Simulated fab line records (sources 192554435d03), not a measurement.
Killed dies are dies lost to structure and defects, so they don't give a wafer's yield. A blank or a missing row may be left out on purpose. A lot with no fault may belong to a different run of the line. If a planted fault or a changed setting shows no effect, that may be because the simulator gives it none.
What tool caused it? | flow n5 finfet | 27 wafers from 9 lots sampled at 6 of the route's 1938 steps

## WHAT EACH GAUGE READ, for each wafer
N5_SD_ACTIVATION_RS_MEAS_03: measurement is done with a four-point probe.
lot  | measured    | on            | RS_SD_N (ohm/sq)  | RS_SD_P (ohm/sq)
L942 | day 3 09:10 | film metro-02 | 21.71 21.77 21.53 | 54.1 54.1 53.3
L945 | day 4 06:07 | film metro-01 | 21.69 21.55 21.35 | 55.7 55.8 56.8
L946 | day 4 12:32 | film metro-02 | 21.94 22.04 22.01 | 56.2 56.7 56.8
L948 | day 4 22:13 | film metro-02 | 21.93 21.42 21.52 | 55.8 54.2 55.9
L954 | day 6 17:12 | film metro-01 | 23.19 23.16 22.93 | 55.0 55.0 55.6
L956 | day 6 22:51 | film metro-02 | 22.99 23.63 23.11 | 57.3 56.5 57.2
L961 | day 8 12:17 | film metro-01 | 21.74 21.55 21.66 | 55.9 55.9 56.7
L963 | day 8 19:39 | film metro-02 | 21.60 21.80 21.71 | 57.2 56.9 56.2
L965 | day 9 10:23 | film metro-02 | 21.79 22.13 22.20 | 56.4 57.4 55.9

N5_BEOL_M4_RC_MEAS_101.
lot  | measured     | on        | DIBL_N (mV/V)  | DIBL_P (mV/V)  | IOFF_N (nA/um)    | IOFF_P (nA/um) | ION_N (uA/um) | ION_P (uA/um) | RC_N (ohm.um)  | RS_SD_N (ohm/sq) | SS_N (mV/dec)  | SS_P (mV/dec)  | VT_N (mV)   | VT_P (mV)
L942 | day 8 07:52  | prober-02 | 36.7 37.2 35.3 | 36.3 36.8 34.4 | 0.153 0.171 0.142 | 0.21 0.23 0.18 | 667 673 666   | 459 459 461   | 15.6 15.8 15.6 | 28.3 28.2 27.9   | 71.6 71.7 71.2 | 72.7 73.6 72.6 | 251 250 252 | -252 -249 -251
L945 | day 9 03:11  | prober-01 | 33.4 34.5 38.2 | 31.3 33.0 37.4 | 0.106 0.128 0.184 | 0.17 0.19 0.25 | 662 681 683   | 458 469 470   | 15.0 14.9 15.0 | 28.4 27.8 27.7   | 70.5 71.2 72.4 | 72.4 73.6 74.7 | 255 252 248 | -253 -251 -248
L946 | day 9 07:03  | prober-02 | 36.1 37.1 35.4 | 34.7 34.5 32.9 | 0.165 0.181 0.140 | 0.21 0.20 0.18 | 674 694 678   | 460 468 464   | 15.5 15.9 15.9 | 28.1 28.4 28.4   | 72.0 72.9 71.3 | 72.9 73.0 72.6 | 248 248 251 | -251 -252 -252
L948 | day 10 00:43 | prober-01 | 36.2 37.4 35.3 | 37.5 38.2 36.8 | 0.178 0.200 0.169 | 0.24 0.24 0.22 | 685 684 686   | 470 469 475   | 16.0 16.1 16.0 | 28.2 27.7 27.8   | 71.6 71.5 70.8 | 72.9 73.6 72.9 | 246 245 247 | -247 -246 -250
L954 | day 11 12:53 | prober-01 | 35.3 34.7 34.8 | 35.9 35.0 34.9 | 0.175 0.152 0.154 | 0.23 0.21 0.21 | 690 679 675   | 478 471 470   | 16.5 17.1 16.4 | 29.8 29.5 29.7   | 71.7 70.9 70.7 | 73.7 73.1 73.3 | 246 249 248 | -248 -248 -250
L956 | day 12 03:38 | prober-02 | 34.8 35.5 35.2 | 35.7 35.3 36.2 | 0.145 0.152 0.147 | 0.18 0.18 0.20 | 677 665 673   | 461 459 465   | 16.1 16.0 16.3 | 29.2 30.1 29.8   | 70.7 70.9 70.3 | 72.8 73.2 73.6 | 249 250 250 | -250 -250 -253
L961 | day 12 22:20 | prober-01 | 34.8 36.9 36.3 | 33.1 36.3 35.8 | 0.112 0.160 0.146 | 0.18 0.23 0.22 | 654 682 679   | 458 474 468   | 15.4 15.5 15.0 | 28.1 27.6 27.6   | 71.0 71.2 71.5 | 72.4 73.0 72.6 | 255 248 250 | -251 -247 -249
L963 | day 14 00:05 | prober-02 | 31.0 36.2 37.6 | 29.9 35.2 38.5 | 0.093 0.162 0.201 | 0.14 0.20 0.26 | 657 678 679   | 459 460 464   | 15.6 15.5 15.3 | 28.1 28.0 28.3   | 69.6 71.8 71.5 | 71.6 73.4 73.3 | 255 248 249 | -254 -250 -248
L965 | day 14 08:04 | prober-02 | 36.7 37.4 35.5 | 38.3 38.4 37.9 | 0.173 0.189 0.159 | 0.21 0.22 0.21 | 680 674 683   | 466 461 462   | 15.2 15.8 15.4 | 28.3 28.6 28.8   | 72.6 71.5 72.3 | 73.2 73.3 72.8 | 247 246 249 | -251 -251 -250

## WHICH TOOL RAN EACH LOT (tool, then ch and the chambers of the sampled wafers, then the start)
lot  | N5_SD_EPI_N_VAPOR_ETCH_50      | N5_SD_EPI_N_LINER_46             | N5_SD_EPI_P_ETCH_36               | N5_SD_ACTIVATION_LSA_01
L942 | epi rpcvd-02 ch 0, day 3 02:06 | ald sin-04 ch 0,1,3, day 3 04:23 | rie diel-04 ch 0,2, day 3 05:02   | laser anneal-01 ch 0, day 3 08:58
L945 | epi rpcvd-02 ch 0, day 3 21:37 | ald sin-02 ch 2,3, day 4 01:14   | rie diel-05 ch 0,2, day 4 02:00   | laser anneal-01 ch 0, day 4 05:55
L946 | epi rpcvd-03 ch 0, day 4 05:19 | ald sin-02 ch 0,1,3, day 4 07:36 | rie diel-04 ch 0,2, day 4 08:23   | laser anneal-01 ch 0, day 4 12:20
L948 | epi rpcvd-02 ch 0, day 4 14:59 | ald sin-04 ch 2,3, day 4 17:19   | rie diel-04 ch 0,1,2, day 4 18:05 | laser anneal-01 ch 0, day 4 22:02
L954 | epi rpcvd-01 ch 0, day 6 06:12 | ald sin-02 ch 0,2,3, day 6 08:24 | rie diel-02 ch 0,1,3, day 6 09:10 | laser anneal-01 ch 0, day 6 17:00
L956 | epi rpcvd-03 ch 0, day 6 15:17 | ald sin-03 ch 1,2,3, day 6 17:36 | rie diel-02 ch 0,2,3, day 6 18:24 | laser anneal-01 ch 0, day 6 22:38
L961 | epi rpcvd-02 ch 0, day 8 02:51 | ald sin-03 ch 0,1, day 8 04:59   | rie diel-04 ch 1,3, day 8 05:38   | laser anneal-02 ch 0, day 8 12:05
L963 | epi rpcvd-02 ch 0, day 8 10:16 | ald sin-02 ch 1,2,3, day 8 12:26 | rie diel-05 ch 0,2, day 8 13:12   | laser anneal-02 ch 0, day 8 19:27
L965 | epi rpcvd-03 ch 0, day 9 02:14 | ald sin-04 ch 0,2,3, day 9 05:04 | rie diel-02 ch 0,2,3, day 9 05:54 | laser anneal-02 ch 0, day 9 10:11
- N5_SD_EPI_N_VAPOR_ETCH_50: etches Si in HCl, time 54 s.
- N5_SD_EPI_N_LINER_46: material SiNx, target thk 3 nm.
- N5_SD_EPI_P_ETCH_36: etches SiARC in CF4, target depth 45.5 nm, time 75.8 s.
- N5_SD_ACTIVATION_LSA_01: time 0.0008 s.

## WHAT THE TOOLS THEMSELVES READ (means of the sampled wafers that have a number; where no wafer has one, the mark that the record gives instead)
N5_SD_EPI_N_VAPOR_ETCH_50.
lot  | tool         | susceptor temp C (C) | throttle valve pct (%)
L942 | epi rpcvd-02 | 775.4                | 12.5
L945 | epi rpcvd-02 | 774.7                | 12.5
L946 | epi rpcvd-03 | 774.4                | 11.6
L948 | epi rpcvd-02 | 774.2                | 12.6
L954 | epi rpcvd-01 | 774.9                | 11.6
L956 | epi rpcvd-03 | 774.6                | 11.7
L961 | epi rpcvd-02 | 774.7                | 12.6
L963 | epi rpcvd-02 | 775.1                | 12.6
L965 | epi rpcvd-03 | 775.0                | 11.6

N5_SD_EPI_N_LINER_46.
lot  | tool       | heater power outer w (W) | heater power w (W) | susceptor temp C (C)
L942 | ald sin-04 | 552                      | 858                | 399.96
L945 | ald sin-02 | 449                      | 734                | 399.95
L946 | ald sin-02 | 497                      | 825                | 399.97
L948 | ald sin-04 | 558                      | 858                | 400.06
L954 | ald sin-02 | 486                      | 785                | 399.91
L956 | ald sin-03 | 489                      | 803                | 400.02
L961 | ald sin-03 | 475                      | 811                | 400.26
L963 | ald sin-02 | 471                      | 754                | 400.12
L965 | ald sin-04 | 530                      | 842                | 400.04

N5_SD_EPI_P_ETCH_36.
lot  | tool        | drypump motor current A (A) | etch rf on time s (s) | oes product au (a.u.) | rf vpp V (V) | showerhead plenum p Torr (Torr) | throttle valve pct (%)
L942 | rie diel-04 | 6.1                         | 74.2                  | 0.74                  | 184.4        | 2.17                            | 15.42
L945 | rie diel-05 | 6.0                         | 75.3                  | 0.72                  | 184.7        | 2.22                            | 15.66
L946 | rie diel-04 | 6.2                         | 74.2                  | 0.76                  | 183.3        | 2.18                            | 15.52
L948 | rie diel-04 | 5.8                         | 75.9                  | 0.68                  | 184.2        | 2.15                            | 15.59
L954 | rie diel-02 | 5.1                         | 78.1                  | 0.59                  | 184.7        | 2.15                            | 15.73
L956 | rie diel-02 | 5.4                         | 77.9                  | 0.62                  | 185.4        | 2.13                            | 15.65
L961 | rie diel-04 | 5.6                         | 75.7                  | 0.77                  | 184.6        | 2.16                            | 15.54
L963 | rie diel-05 | 5.7                         | 77.2                  | 0.71                  | 184.8        | 2.19                            | 15.59
L965 | rie diel-02 | 5.4                         | 77.1                  | 0.69                  | 185.3        | 2.21                            | 15.51

N5_SD_ACTIVATION_LSA_01.
lot  | tool            | wafer_temp_C_max
L942 | laser anneal-01 | 1086.5
L945 | laser anneal-01 | 1086.1
L946 | laser anneal-01 | 1086.9
L948 | laser anneal-01 | 1086.8
L954 | laser anneal-01 | 1075.7
L956 | laser anneal-01 | 1074.7
L961 | laser anneal-02 | 1086.9
L963 | laser anneal-02 | 1087.4
L965 | laser anneal-02 | 1088.3

## THE ANSWER, worked out from the rows above alone
Rule: usual is defined by the lots themselves. Put in order of their means at a reading, lots are off if they are a third of the lots or fewer, leave a main group of 4 or more, and stand apart from it by a gap of 3 or more times the standard deviation of the main group's means; of several such gaps the widest counts. A main group whose means are all the same, to the digits that the tables above print for the reading, isn't used. A lot without any number at a reading at which 4 lots or more have one is off too. The other lots that the step has rows for count as sound. First the gauges in route order, then the tools' own readings, where a lot's mean is used as printed above. The first step at which some lot is off is used, and at that step the reading that is off furthest; a lot without a number counts as furthest.
Off: at N5_SD_ACTIVATION_RS_MEAS_03 (RS_SD_N), L954, L956. The main group has a mean of 21.74 ohm/sq with a standard deviation of 0.18.
If a tool, at a process step before that reading, ran all the lots that are off and no sound lot after the first of them, it fits. The gauges at N5_SD_ACTIVATION_RS_MEAS_03 aren't tried: what is off there is off at N5_BEOL_M4_RC_MEAS_101 too, on other tools, and a gauge's error can't cause that. One candidate fits, namely laser anneal-01 at N5_SD_ACTIVATION_LSA_01. A fault onset in the window from L948 (day 4 22:02, its last sound lot) to L954 (day 6 17:00, its first lot off) fits.
The tool's own readings at N5_SD_ACTIVATION_LSA_01 bear it out: on the lots that are off they differ by more than 5 times the standard deviation of the sound lots' means. wafer_temp_C_max reads 1075.2 there against 1087.0 on the sound lots.

## WHAT THE SIMULATOR PUT IN
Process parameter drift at N5_SD_ACTIVATION_LSA_01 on laser anneal-01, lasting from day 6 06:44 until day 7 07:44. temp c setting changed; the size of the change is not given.
Lots struck among those shown: L954, L956. The same result came from the rule above.
